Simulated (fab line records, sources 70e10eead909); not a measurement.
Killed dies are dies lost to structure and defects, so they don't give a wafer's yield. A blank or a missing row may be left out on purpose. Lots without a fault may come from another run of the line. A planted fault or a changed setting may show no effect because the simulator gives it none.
Problem report in the 8D (eight disciplines) form, filled by code | flow nand_harc | the parts of the form that need people (team, actions taken, sign-off) are left out

1. THE PROBLEM
cd_nm at NHARC_P_ZERO_WELL_CD_MEAS_11 reads a mean of 551.2 nm on 6 wafers of 2 lots; wafers without a fault read 499.8 nm with a standard deviation of 2.9. That is +18 standard deviations from the usual mean.
The step: target cd 500 nm.
First seen on wafer L367.1, day 8 13:19, on cd_sem-01. The record holds 33 wafers of 11 lots with a number at this step. Rule for "out", or "out of limits": more than 4 standard deviations from the usual mean. The other wafers with a number count as sound.

2. WHAT IT IS AND WHAT IT IS NOT
question                    | is                     | is not
which readings at this step | cd_nm                  | -
which lots                  | L367, L368             | L351, L352, L354, L357, L359, L360, L361, L373, L374
which wafers of those lots  | all that have a number | -
read on which gauges        | cd_sem-01, cd_sem-03   | cd_sem-02
when                        | from day 8 13:19       | up to then (21 sound wafers); but 6 sound wafers of L373, L374 came after

3. SUSPECTS, AND WHAT RULES EACH OUT
Counting: a tool at a process step up to the reading stays a suspect if it ran every lot that is out and no sound lot after the first of them.
- the gauge at NHARC_P_ZERO_WELL_CD_MEAS_11: ruled out. The wafers that are out were read on 2 gauges (cd_sem-01, cd_sem-03).
- litho_track-03 at NHARC_P_ZERO_WELL_PEB_09 (peb time 80 s): ruled out as a lasting fault. Sound lots L374 ran on it after its first lot that is out, L367 (day 8 13:13).
Left after counting: nothing in the record.

4. THE CAUSE (what the simulator had put in)
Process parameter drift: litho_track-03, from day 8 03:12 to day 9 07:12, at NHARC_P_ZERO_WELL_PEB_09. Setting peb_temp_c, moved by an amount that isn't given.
Counting ruled it out, wrongly: the rule takes a fault to strike every lot that its tool runs from its start on, and this one did not.

5. THE CHAIN OF EFFECTS, in route order
Each row: a reading whose mean over the struck wafers that have a number lies more than 3 standard deviations from the usual. Only readings for which the record gives a usual standard deviation are gone through. hours: the time from each lot's start at the first step in this table that gives one to its start at this step, as a median over the lots. sigmas: the change in usual standard deviations.
hours | step                         | reading              | usual    | on struck wafers | change | sigmas
0     | NHARC_P_ZERO_WELL_PEB_09     | heater_power_total_W | 189.8 W  | 212.8            | +23.0  | +28
0     | NHARC_P_ZERO_WELL_PEB_09     | plate_temp_C         | 128.01 C | 139.77           | +11.76 | +84
0     | NHARC_P_ZERO_WELL_CD_MEAS_11 | cd_nm                | 499.8 nm | 551.2            | +51.4  | +18
The process steps in it:
- NHARC_P_ZERO_WELL_PEB_09: peb time 80 s.
Later measuring or inspecting steps at which every struck wafer that the step has a row for has a number for every such reading, and none has moved that far: NHARC_END_SORT_01.

6. WHAT WOULD HAVE CAUGHT IT SOONER
In this record the first reading out of limits at a measuring or inspecting step was taken at day 8 13:19, 10 hours after the fault began at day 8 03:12.
The tool's own readings at NHARC_P_ZERO_WELL_PEB_09 were out on every struck wafer that the step has a row for (heater_power_total_W, plate_temp_C): an alarm limit on them would have fired on the first of those.
